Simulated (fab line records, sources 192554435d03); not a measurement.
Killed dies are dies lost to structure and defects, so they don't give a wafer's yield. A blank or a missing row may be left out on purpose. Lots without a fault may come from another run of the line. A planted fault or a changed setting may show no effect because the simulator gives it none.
Split-lot experiment | flow n5_finfet | 7 lots, 21 wafers read, on a route of 1938 steps

THE SPLIT
At N5_BEOL_M13_EXPOSE_07 (exposes mask V12), the setting dose_mj was moved away from the recipe's 24.8 on 8 of the 21 wafers read, by -6.5% to -2.0%. The other wafers ran this setting at the recipe's value.

FROM THE SPLIT TO THE READING: what the file shows between them, 11 steps
- N5_BEOL_M13_PEB_08: peb time 90 s
- N5_BEOL_M13_DEVELOP_09: develop time 45 s
- N5_BEOL_M13_HARDBAKE_14: time 120 s
- N5_BEOL_M13_CD_MEAS_10: target cd 190 nm
- N5_BEOL_M13_DESCUM_15: chemistry O2, time 7.9 s
- N5_BEOL_M13_ETCH_59: etches BARC in N2/H2, target depth 89 nm, overetch 26.7 nm, time 67.9 s
- N5_BEOL_M13_VIA_ETCH_16: etches SiOC in C4F8/O2/Ar, target depth 921.7 nm
- N5_BEOL_M13_STRIP_63: strips in N2/H2
- N5_BEOL_M13_STRIP_64: strips in N2/H2
- N5_BEOL_M13_STRIP_71: strips in post etch residue remover, time 60 s
- N5_BEOL_M13_SRD_72: time 30 s, dry time 30 s

THE READING
cd_nm, in nm, at N5_BEOL_M13_CD_MEAS_17 (target cd 190 nm). Fault-free wafers of this fab line usually give 190.1 nm, standard deviation 1.9 nm.

wafer  | tool, chamber at the split | dose_mj as run | against the recipe | cd_nm, nm | against lot-mates on the recipe
L074.3 | krf_scanner-02, 0          | 24.8           | recipe             | 190.0     | -
L074.5 | krf_scanner-02, 0          | 24.8           | recipe             | 190.9     | -
L074.6 | krf_scanner-02, 0          | 24.8           | recipe             | 189.9     | -
L081.1 | krf_scanner-01, 0          | 24.8           | recipe             | 193.8     | -
L081.2 | krf_scanner-01, 0          | 24.8           | recipe             | 192.7     | -
L081.6 | krf_scanner-01, 0          | 24.8           | recipe             | 193.0     | -
L082.2 | krf_scanner-02, 0          | 23.18          | -6.5%              | 182.5     | -6.2
L082.3 | krf_scanner-02, 0          | 24.8           | recipe             | 188.7     | -
L082.4 | krf_scanner-02, 0          | 23.18          | -6.5%              | 182.8     | -5.9
L089.2 | krf_scanner-01, 0          | 24.8           | recipe             | 189.0     | -
L089.4 | krf_scanner-01, 0          | 24.8           | recipe             | 188.0     | -
L089.6 | krf_scanner-01, 0          | 24.8           | recipe             | 185.1     | -
L093.2 | krf_scanner-01, 0          | 24.8           | recipe             | 189.2     | -
L093.4 | krf_scanner-01, 0          | 23.57          | -5.0%              | 184.7     | -4.5
L093.6 | krf_scanner-01, 0          | 23.57          | -5.0%              | 184.1     | -5.1
L092.1 | krf_scanner-01, 0          | 24.3           | -2.0%              | 186.0     | -4.8
L092.3 | krf_scanner-01, 0          | 24.8           | recipe             | 190.8     | -
L092.5 | krf_scanner-01, 0          | 24.3           | -2.0%              | 186.4     | -4.4
L096.1 | krf_scanner-01, 0          | 23.54          | -5.1%              | 182.4     | -5.1
L096.5 | krf_scanner-01, 0          | 24.8           | recipe             | 187.5     | -
L096.6 | krf_scanner-01, 0          | 23.54          | -5.1%              | 184.7     | -2.8

THE FIT
A straight line over all 21 wafers: cd_nm changes by +1.15 nm for each +1% of dose_mj; r = +0.83; the points scatter about the line by 2 nm.
The same after taking each lot's own level away (the mean of its wafers on the recipe; 21 wafers): +0.908 nm for each +1%; r = +0.89; scatter 1.2 nm.
On that fit, the largest move of dose_mj shifts the reading by 5.9 nm.
The lots' own levels span 187.37 to 193.17 nm, that is 3.1 times the standard deviation above.
So the lot-to-lot level changes the slope: the two fits differ.
Check: with one of the wafers moved furthest among these (-6.5%) left out of the fit, the line predicts -6.16 nm for it against its lot-mates. It came out at -6.2 nm against them.

THE WHOLE CHAIN: every reading that the file lists as answering this split, in the file's order
step                   | what it does     | reading | change (the file's fit)               | r (the file's)
N5_BEOL_M13_CD_MEAS_10 | target cd 190 nm | cd_nm   | +0.957 nm for each +1% of the setting | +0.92
N5_BEOL_M13_CD_MEAS_17 | target cd 190 nm | cd_nm   | +0.957 nm for each +1% of the setting | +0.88

THE FILE'S OWN FIT
cd_nm changes by +0.957 nm for each +1% of dose_mj, r = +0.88.
